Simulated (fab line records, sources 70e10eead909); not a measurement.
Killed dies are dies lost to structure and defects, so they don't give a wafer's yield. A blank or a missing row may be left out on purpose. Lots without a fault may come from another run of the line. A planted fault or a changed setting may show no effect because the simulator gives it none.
Tool commonality check | flow nand_harc | 10 lots, 30 wafers sampled

WHY IT WAS OPENED
At NHARC_A_CHANNEL_HOLE_D2_CD_MEAS_31 the reading cd_nm is flagged on 2 of 10 lots. Wafers without a fault read 91.0 nm, standard deviation 1.6.
Rule: a lot is flagged when every wafer of it that has a number lies more than 4 standard deviations from that mean, or none has a number. The other lots count as sound.

lot  | measured     | on        | cd_nm (nm), wafer by wafer | flag
L715 | day 15 04:15 | cd_sem-01 | 0.9 -0.1 2.2               | FLAGGED
L713 | day 15 07:17 | cd_sem-02 | -0.7 4.4 2.8               | FLAGGED
L714 | day 15 08:24 | cd_sem-02 | 89.0 89.1 89.3             |
L722 | day 18 23:07 | cd_sem-02 | 92.3 92.1 92.3             |
L724 | day 19 14:25 | cd_sem-02 | 89.8 91.0 89.9             |
L723 | day 19 16:37 | cd_sem-02 | 91.0 89.7 89.2             |
L726 | day 20 05:23 | cd_sem-03 | 92.6 93.1 90.9             |
L728 | day 20 14:37 | cd_sem-01 | 93.3 92.7 92.3             |
L727 | day 20 15:28 | cd_sem-01 | 88.2 92.1 90.2             |
L730 | day 22 03:17 | cd_sem-03 | 89.4 90.5 91.5             |
The numbers of the flagged lots are 1.6 nm on average: -89.4 nm against the usual, or -56 standard deviations.

WHICH TOOL RAN EACH LOT
The record holds 3 process steps before the reading, out of a route of 1302 steps. In each cell: the tool, then ch and the chambers that the sampled wafers went through, then the start.
lot  | flag    | NHARC_A_CHANNEL_HOLE_D2_ETCH_34               | NHARC_A_CHANNEL_HOLE_D2_ETCH_21  | NHARC_A_CHANNEL_HOLE_D2_ETCH_24
L715 | FLAGGED | rie_diel-02 ch 0,1,2, day 14 23:10 or earlier | har_etch-02 ch 0,1, day 14 23:10 | har_etch-02 ch 0,1, day 15 00:52
L713 | FLAGGED | rie_diel-01 ch 0,3, day 15 01:20 or earlier   | har_etch-01 ch 0,1, day 15 01:20 | har_etch-01 ch 0,1, day 15 03:05
L714 |         | rie_diel-13 ch 0,1,3, day 15 03:23 or earlier | har_etch-02 ch 0,1, day 15 03:23 | har_etch-02 ch 0,1, day 15 05:10
L722 |         | rie_diel-01 ch 0,1,2, day 18 18:01 or earlier | har_etch-01 ch 0,1, day 18 18:01 | har_etch-01 ch 0,1, day 18 19:44
L724 |         | rie_diel-13 ch 0,1,3, day 19 09:19 or earlier | har_etch-02 ch 0,1, day 19 09:19 | har_etch-02 ch 0,1, day 19 11:07
L723 |         | rie_diel-01 ch 0,2,3, day 19 11:23 or earlier | har_etch-01 ch 0,1, day 19 11:23 | har_etch-01 ch 0,1, day 19 13:05
L726 |         | rie_diel-01 ch 0,2,3, day 20 00:26 or earlier | har_etch-01 ch 0,1, day 20 00:26 | har_etch-01 ch 0,1, day 20 02:14
L728 |         | rie_diel-02 ch 2,3, day 20 09:31 or earlier   | har_etch-01 ch 0,1, day 20 09:31 | har_etch-01 ch 0,1, day 20 11:13
L727 |         | rie_diel-13 ch 1,2, day 20 10:22 or earlier   | har_etch-02 ch 0,1, day 20 10:22 | har_etch-02 ch 0,1, day 20 12:04
L730 |         | rie_diel-01 ch 0,1, day 21 22:16 or earlier   | har_etch-02 ch 0,1, day 21 22:16 | har_etch-02 ch 0,1, day 22 00:01
What these steps do:
- NHARC_A_CHANNEL_HOLE_D2_ETCH_34: etches the open film in CF4/CHF3, target depth 154 nm, time 77 s.
- NHARC_A_CHANNEL_HOLE_D2_ETCH_21: etches the open film in C4F8/O2/Ar, time 514.3 s, target depth 1600 nm.
- NHARC_A_CHANNEL_HOLE_D2_ETCH_24: etches the open film in C4F8/O2/Ar, time 906.2 s, target depth 1500 nm.
- NHARC_A_CHANNEL_HOLE_D2_CD_MEAS_31

FLAGGED OVER TOTAL, TOOL BY TOOL (the gauges that took the reading come last)
step                               | tool        | lots run | flagged | share of the flagged lots | sound lots run after its first flagged lot
NHARC_A_CHANNEL_HOLE_D2_ETCH_34    | rie_diel-01 | 5        | 1       | some                      | 4 (L722,L723,L726,L730)
NHARC_A_CHANNEL_HOLE_D2_ETCH_34    | rie_diel-02 | 2        | 1       | some                      | 1 (L728)
NHARC_A_CHANNEL_HOLE_D2_ETCH_34    | rie_diel-13 | 3        | 0       | none                      | -
NHARC_A_CHANNEL_HOLE_D2_ETCH_21    | har_etch-01 | 5        | 1       | some                      | 4 (L722,L723,L726,L728)
NHARC_A_CHANNEL_HOLE_D2_ETCH_21    | har_etch-02 | 5        | 1       | some                      | 4 (L714,L724,L727,L730)
NHARC_A_CHANNEL_HOLE_D2_ETCH_24    | har_etch-01 | 5        | 1       | some                      | 4 (L722,L723,L726,L728)
NHARC_A_CHANNEL_HOLE_D2_ETCH_24    | har_etch-02 | 5        | 1       | some                      | 4 (L714,L724,L727,L730)
NHARC_A_CHANNEL_HOLE_D2_CD_MEAS_31 | cd_sem-01   | 3        | 1       | some                      | 2 (L728,L727)
NHARC_A_CHANNEL_HOLE_D2_CD_MEAS_31 | cd_sem-02   | 5        | 1       | some                      | 4 (L714,L722,L724,L723)
NHARC_A_CHANNEL_HOLE_D2_CD_MEAS_31 | cd_sem-03   | 2        | 0       | none                      | -
NHARC_A_CHANNEL_HOLE_D2_ETCH_34 gives no start for some lots, so the hours and the order of its lots are those of NHARC_A_CHANNEL_HOLE_D2_ETCH_21.

WHAT THE TABLE ALLOWS
No row of the table ran every flagged lot.

WHAT THE SIMULATOR HAD PUT IN
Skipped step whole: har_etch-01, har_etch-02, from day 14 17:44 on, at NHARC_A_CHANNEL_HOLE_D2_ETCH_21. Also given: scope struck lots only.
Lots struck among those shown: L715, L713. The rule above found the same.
